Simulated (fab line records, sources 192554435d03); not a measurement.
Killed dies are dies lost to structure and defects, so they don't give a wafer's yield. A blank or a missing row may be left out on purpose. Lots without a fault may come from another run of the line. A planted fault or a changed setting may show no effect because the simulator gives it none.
Which tool did it? | flow n5_finfet | 12 lots, 36 wafers sampled, at 4 steps of a route of 1938

WHAT THE GAUGES READ, wafer by wafer
N5_BEOL_M7_OVL_MEAS_12.
lot  | measured     | on         | M7_OVL (nm)
L716 | day 9 05:04  | overlay-02 | 0.5 0.9 -0.2
L719 | day 10 00:19 | overlay-02 | 0.9 1.4 -0.1
L720 | day 10 05:45 | overlay-01 | 1.6 0.9 0.0
L722 | day 10 15:30 | overlay-02 | -0.9 -0.1 -0.5
L721 | day 10 23:26 | overlay-01 | 0.8 1.2 1.1
L725 | day 11 04:56 | overlay-01 | 0.8 -1.1 -0.1
L727 | day 12 05:46 | overlay-02 | -0.2 -0.9 0.0
L730 | day 12 19:50 | overlay-01 | 0.3 -0.6 0.9
L732 | day 13 03:07 | overlay-01 | 0.9 -0.2 -0.5
L736 | day 13 23:07 | overlay-02 | -0.7 -0.1 0.5
L737 | day 14 18:09 | overlay-01 | -0.1 -0.3 0.7
L739 | day 15 06:58 | overlay-02 | -0.6 -0.3 -1.3

N5_BEOL_M7_CD_MEAS_18: pitch 80 nm, target cd 40 nm.
lot  | measured     | on        | cd_nm (nm)
L716 | day 9 05:35  | cd_sem-01 | 40.2 39.9 40.1
L719 | day 10 00:50 | cd_sem-03 | 39.9 39.9 40.3
L720 | day 10 06:19 | cd_sem-02 | 39.0 39.8 39.6
L722 | day 10 16:01 | cd_sem-02 | 40.7 39.8 39.3
L721 | day 11 00:06 | cd_sem-02 | 39.6 39.8 39.9
L725 | day 11 05:27 | cd_sem-01 | 40.7 39.0 40.0
L727 | day 12 06:30 | cd_sem-02 | 39.6 39.5 39.8
L730 | day 12 20:52 | cd_sem-01 | 40.2 39.9 40.5
L732 | day 13 03:38 | cd_sem-01 | 40.0 39.0 39.8
L736 | day 13 23:38 | cd_sem-01 | 39.3 40.3 40.0
L737 | day 14 19:01 | cd_sem-03 | 40.7 40.4 40.7
L739 | day 15 07:30 | cd_sem-01 | 39.2 40.9 40.1

N5_BEOL_M7_OVL_MEAS_29.
lot  | measured     | on         | V6_OVL (nm)
L716 | day 9 08:20  | overlay-01 | 0.1 0.2 -0.8
L719 | day 10 01:43 | overlay-01 | -1.2 -0.4 -0.4
L720 | day 10 07:32 | overlay-02 | 0.5 1.1 0.5
L722 | day 10 17:20 | overlay-02 | -0.3 0.5 0.0
L721 | day 11 01:04 | overlay-01 | -1.0 -1.2 -0.9
L725 | day 11 07:14 | overlay-01 | 0.0 0.3 0.6
L727 | day 12 09:30 | overlay-01 | 0.8 -1.2 -0.3
L730 | day 12 21:40 | overlay-01 | -0.1 -0.3 -1.2
L732 | day 13 05:59 | overlay-01 | -0.3 0.5 0.6
L736 | day 14 00:38 | overlay-01 | -0.2 0.1 -0.4
L737 | day 14 19:29 | overlay-02 | -0.8 -0.6 0.4
L739 | day 15 10:09 | overlay-02 | -0.9 -0.8 -0.9

WHICH TOOL RAN EACH LOT (tool, then ch and the chambers of the sampled wafers, then the start)
lot  | N5_BEOL_M7_COAT_71
L716 | litho_track-05 ch 0, day 9 07:54
L719 | litho_track-05 ch 0, day 10 01:25
L720 | litho_track-05 ch 0, day 10 07:14
L722 | litho_track-04 ch 0, day 10 17:03
L721 | litho_track-03 ch 0, day 11 00:38
L725 | litho_track-05 ch 0, day 11 06:55
L727 | litho_track-05 ch 0, day 12 09:12
L730 | litho_track-03 ch 0, day 12 21:22
L732 | litho_track-05 ch 0, day 13 05:39
L736 | litho_track-05 ch 0, day 14 00:20
L737 | litho_track-04 ch 0, day 14 19:04
L739 | litho_track-04 ch 0, day 15 09:42
- N5_BEOL_M7_COAT_71: time 60 s, resist thk 5 nm.

WHAT THE TOOLS THEMSELVES READ (means of the sampled wafers that have a number; where no wafer has one, the mark that the record gives instead)
N5_BEOL_M7_COAT_71.
lot  | tool           | heater_power_total_W (W) | resist_line_temp_C (C) | spin_speed_rpm (rpm)
L716 | litho_track-05 | 392.0                    | 23.07                  | 1500.9
L719 | litho_track-05 | 392.0                    | 23.04                  | 1499.0
L720 | litho_track-05 | 393.6                    | 22.95                  | 1499.7
L722 | litho_track-04 | 390.5                    | 22.95                  | 1499.0
L721 | litho_track-03 | 392.5                    | 23.07                  | 1499.6
L725 | litho_track-05 | 392.0                    | 22.99                  | 1500.3
L727 | litho_track-05 | 391.6                    | 22.92                  | 1499.5
L730 | litho_track-03 | 393.6                    | 23.13                  | 1498.2
L732 | litho_track-05 | 392.6                    | 23.15                  | 1571.9
L736 | litho_track-05 | 391.1                    | 23.14                  | 1570.9
L737 | litho_track-04 | 392.2                    | 23.12                  | 1500.6
L739 | litho_track-04 | 393.2                    | 22.93                  | 1499.9

THE ANSWER, worked out from the rows above alone
Rule: what is usual is taken from the lots themselves. Put in order of their means at a reading, lots are off if they are a third of the lots or fewer, leave a main group of 4 or more, and stand apart from it by a gap of 3 or more times the standard deviation of the main group's means; of several such gaps the widest counts. A main group whose means are all the same, to the digits that the tables above print for the reading, isn't used. A lot without any number at a reading at which 4 lots or more have one is off too. The other lots that the step has rows for count as sound. The gauges are gone through in route order, then the tools' own readings, and for those a lot's mean is taken as printed above. The first step at which some lot is off is used, and at that step the reading that is off furthest; a lot without a number counts as furthest.
Off: L732, L736, at N5_BEOL_M7_COAT_71 (spin_speed_rpm). The main group: mean 1499.7 rpm, standard deviation 0.77.
A tool fits if, at that step or a process step before it, it ran every lot that is off, and no sound lot after the first of them. One fits: litho_track-05 at N5_BEOL_M7_COAT_71. Its last sound lot is L727 (day 12 09:12), its first lot that is off L732 (day 13 05:39): a fault that began between those two fits.
The tool's own readings at N5_BEOL_M7_COAT_71 bear it out: on the lots that are off they differ by more than 5 times the standard deviation of the sound lots' means. spin_speed_rpm reads 1571.4 rpm there against 1499.7 rpm on the sound lots.

WHAT THE SIMULATOR HAD PUT IN
Process parameter drift: litho_track-05, from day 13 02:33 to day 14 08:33, at N5_BEOL_M7_COAT_71. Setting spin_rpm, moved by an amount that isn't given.
Lots struck among those shown: L732, L736. The rule above found the same.
